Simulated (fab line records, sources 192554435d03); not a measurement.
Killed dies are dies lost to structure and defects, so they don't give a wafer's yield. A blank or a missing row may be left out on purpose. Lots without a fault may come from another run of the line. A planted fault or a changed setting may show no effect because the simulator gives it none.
Which tool did it? | flow n5_finfet | 10 lots, 30 wafers sampled, at 4 steps of a route of 1938

WHAT THE GAUGES READ, wafer by wafer
The record holds no reading of a measuring or inspecting step that can be judged against a usual standard deviation.

WHICH TOOL RAN EACH LOT (tool, then ch and the chambers of the sampled wafers, then the start)
lot  | N5_BEOL_M9_STRIP_67                | N5_BEOL_M9_DESCUM_33               | N5_BEOL_M9_STRIP_36                | N5_BEOL_M9_DEGAS_44
L362 | rie_diel-03 ch 0,1,3, day 9 10:57  | rie_diel-06 ch 0,1,3, day 9 12:05  | rie_diel-06 ch 0,1,3, day 9 12:19  | pvd_sputter-01, day 9 15:27
L363 | rie_diel-05 ch 0,2,3, day 10 00:01 | rie_diel-06 ch 0,1,2, day 10 02:30 | rie_diel-06 ch 0,1,2, day 10 02:44 | pvd_sputter-01, day 10 03:49
L364 | rie_diel-06 ch 2,3, day 10 08:07   | rie_diel-06 ch 0,2,3, day 10 10:22 | rie_diel-06 ch 0,2,3, day 10 10:36 | pvd_sputter-01, day 10 11:38
L365 | rie_diel-05 ch 0,1,3, day 10 09:42 | rie_diel-03 ch 0,1,2, day 10 10:43 | rie_diel-03 ch 0,1,2, day 10 10:58 | pvd_sputter-01, day 10 11:43
L366 | rie_diel-05 ch 0,3, day 10 09:57   | rie_diel-06 ch 0,1,3, day 10 10:53 | rie_diel-06 ch 0,1,3, day 10 11:08 | pvd_sputter-01, day 10 12:11
L369 | rie_diel-06 ch 0,1,3, day 11 15:05 | rie_diel-06 ch 0,2,3, day 11 17:52 | rie_diel-06 ch 0,2,3, day 11 18:06 | pvd_sputter-02, day 11 18:59
L377 | rie_diel-05 ch 0,2,3, day 13 15:15 | rie_diel-05 ch 0,1,3, day 13 16:24 | rie_diel-05 ch 0,1,3, day 13 16:38 | pvd_sputter-03, day 13 17:35
L381 | rie_diel-06 ch 0,3, day 14 03:03   | rie_diel-05 ch 1,2, day 14 03:49   | rie_diel-05 ch 1,2, day 14 04:04   | pvd_sputter-02, day 14 05:20
L382 | rie_diel-05 ch 1,2,3, day 14 15:21 | rie_diel-06 ch 0,1,2, day 14 16:40 | rie_diel-06 ch 0,1,2, day 14 16:55 | pvd_sputter-02, day 14 18:07
L383 | rie_diel-06 ch 0,1, day 14 18:10   | rie_diel-03 ch 1,2,3, day 14 20:09 | rie_diel-03 ch 1,2,3, day 14 20:23 | pvd_sputter-01, day 14 23:21
- N5_BEOL_M9_STRIP_67: strips in CF4.
- N5_BEOL_M9_DESCUM_33: chemistry O2, time 7 s.
- N5_BEOL_M9_STRIP_36: strips in N2/H2.
- N5_BEOL_M9_DEGAS_44: time 60 s.

WHAT THE TOOLS THEMSELVES READ (means of the sampled wafers that have a number; where no wafer has one, the mark that the record gives instead)
N5_BEOL_M9_STRIP_67. Usual: cf4_flow_sccm 150.0 sccm, standard deviation 0.51; drypump_motor_current_A 5.5 A, standard deviation 0.42; oes_product_au 0.79 a.u., standard deviation 0.085; power_w 299.9 W, standard deviation 0.83; rf_vpp_V 271.5 V, standard deviation 1.5; showerhead_plenum_p_Torr 1.81 Torr, standard deviation 0.053; throttle_valve_pct 13.57 %, standard deviation 0.21.
lot  | tool        | cf4_flow_sccm (sccm) | drypump_motor_current_A (A) | oes_product_au (a.u.) | power_w (W) | rf_vpp_V (V) | showerhead_plenum_p_Torr (Torr) | throttle_valve_pct (%) | flag
L362 | rie_diel-03 | 149.9                | 5.2                         | 0.75                  | 300.4       | 271.9        | 1.84                            | 13.59                  |
L363 | rie_diel-05 | 149.7                | 5.6                         | 0.72                  | 299.8       | 272.0        | 1.81                            | 13.68                  |
L364 | rie_diel-06 | 151.1                | 6.4                         | 0.82                  | 300.0       | 271.3        | 1.79                            | 13.56                  |
L365 | rie_diel-05 | 150.1                | 5.4                         | 0.81                  | 299.1       | 272.4        | 1.85                            | 13.53                  |
L366 | rie_diel-05 | 149.8                | 5.3                         | 0.75                  | 299.5       | 271.7        | 1.81                            | 13.51                  |
L369 | rie_diel-06 | 150.0                | 5.9                         | 0.81                  | 298.9       | 271.7        | 1.79                            | 13.61                  |
L377 | rie_diel-05 | 149.8                | 5.6                         | 0.79                  | 300.3       | 270.9        | 1.80                            | 13.54                  |
L381 | rie_diel-06 | 150.5                | 6.4                         | 0.79                  | 298.7       | 271.5        | 1.78                            | 13.57                  |
L382 | rie_diel-05 | 150.1                | 5.7                         | 0.82                  | 299.6       | 272.2        | 1.83                            | 13.59                  |
L383 | rie_diel-06 | 149.6                | 5.4                         | 0.78                  | 299.8       | 271.1        | 1.78                            | 13.74                  |

N5_BEOL_M9_DESCUM_33. Usual: drypump_motor_current_A 5.5 A, standard deviation 0.52; oes_product_au 0.79 a.u., standard deviation 0.081; rf_vpp_V 243.3 V, standard deviation 1.3; showerhead_plenum_p_Torr 2.10 Torr, standard deviation 0.064; throttle_valve_pct 20.41 %, standard deviation 0.25.
lot  | tool        | drypump_motor_current_A (A) | oes_product_au (a.u.) | rf_vpp_V (V) | showerhead_plenum_p_Torr (Torr) | throttle_valve_pct (%) | flag
L362 | rie_diel-06 | 5.8                         | 0.83                  | 243.1        | 2.08                            | 20.44                  |
L363 | rie_diel-06 | 5.5                         | 0.78                  | 242.3        | 2.05                            | 20.65                  |
L364 | rie_diel-06 | 6.0                         | 0.78                  | 242.0        | 2.04                            | 20.56                  |
L365 | rie_diel-03 | 5.1                         | 0.77                  | 242.4        | 2.12                            | 20.26                  |
L366 | rie_diel-06 | 5.8                         | 0.82                  | 243.1        | 2.08                            | 20.45                  |
L369 | rie_diel-06 | 6.0                         | 0.77                  | 242.7        | 2.04                            | 20.57                  |
L377 | rie_diel-05 | 5.4                         | 0.77                  | 244.1        | 2.15                            | 20.38                  |
L381 | rie_diel-05 | 5.9                         | 0.91                  | 243.1        | 2.11                            | 20.44                  |
L382 | rie_diel-06 | 5.5                         | 0.76                  | 242.3        | 2.03                            | 20.71                  |
L383 | rie_diel-03 | 5.0                         | 0.78                  | 242.8        | 2.09                            | 20.24                  |

N5_BEOL_M9_STRIP_36. Usual: drypump_motor_current_A 5.5 A, standard deviation 0.52; oes_product_au 0.79 a.u., standard deviation 0.082; power_w 449.8 W, standard deviation 1.3; rf_vpp_V 59.2 V, standard deviation 1.6; showerhead_plenum_p_Torr 2.55 Torr, standard deviation 0.081; throttle_valve_pct 23.6 %, standard deviation 0.35.
lot  | tool        | drypump_motor_current_A (A) | oes_product_au (a.u.) | power_w (W) | rf_vpp_V (V) | showerhead_plenum_p_Torr (Torr) | throttle_valve_pct (%) | flag
L362 | rie_diel-06 | 5.9                         | 0.83                  | 451.1       | 60.3         | 2.53                            | 23.6                   |
L363 | rie_diel-06 | 5.5                         | 0.78                  | 449.7       | 58.3         | 2.48                            | 24.0                   |
L364 | rie_diel-06 | 6.0                         | 0.79                  | 448.9       | 59.7         | 2.48                            | 23.8                   |
L365 | rie_diel-03 | 5.1                         | 0.78                  | 449.8       | 60.0         | 2.58                            | 23.4                   |
L366 | rie_diel-06 | 5.9                         | 0.82                  | 450.0       | 60.1         | 2.53                            | 23.7                   |
L369 | rie_diel-06 | 6.0                         | 0.77                  | 469.2       | 58.5         | 2.48                            | 23.8                   | OFF
L377 | rie_diel-05 | 5.4                         | 0.78                  | 449.7       | 59.8         | 2.61                            | 23.5                   |
L381 | rie_diel-05 | 5.9                         | 0.90                  | 449.8       | 60.6         | 2.55                            | 23.9                   |
L382 | rie_diel-06 | 5.5                         | 0.75                  | 452.4       | 59.3         | 2.47                            | 24.0                   |
L383 | rie_diel-03 | 5.0                         | 0.77                  | 449.4       | 59.0         | 2.54                            | 23.4                   |

N5_BEOL_M9_DEGAS_44. Usual: heater_power_w 312 W, standard deviation 17.
lot  | tool           | heater_power_w (W) | flag
L362 | pvd_sputter-01 | 315                |
L363 | pvd_sputter-01 | 319                |
L364 | pvd_sputter-01 | 307                |
L365 | pvd_sputter-01 | 322                |
L366 | pvd_sputter-01 | 312                |
L369 | pvd_sputter-02 | 316                |
L377 | pvd_sputter-03 | 321                |
L381 | pvd_sputter-02 | 292                |
L382 | pvd_sputter-02 | 318                |
L383 | pvd_sputter-01 | 313                |

THE ANSWER, worked out from the rows above alone
Rule: a lot is off if the mean of its wafers that have a number lies more than 3 standard deviations from the usual mean. A lot without any number at a reading at which 4 lots or more have one is off too. The other lots that the step has rows for count as sound. The gauges are gone through in route order, then the tools' own readings, and for those a lot's mean is taken as printed above. The first step at which some lot is off is used, and at that step the reading that is off furthest; a lot without a number counts as furthest.
Off: L369, at N5_BEOL_M9_STRIP_36 (power_w).
A tool fits if, at that step or a process step before it, it ran every lot that is off, and no sound lot after the first of them. None of those tried fits.

WHAT THE SIMULATOR HAD PUT IN
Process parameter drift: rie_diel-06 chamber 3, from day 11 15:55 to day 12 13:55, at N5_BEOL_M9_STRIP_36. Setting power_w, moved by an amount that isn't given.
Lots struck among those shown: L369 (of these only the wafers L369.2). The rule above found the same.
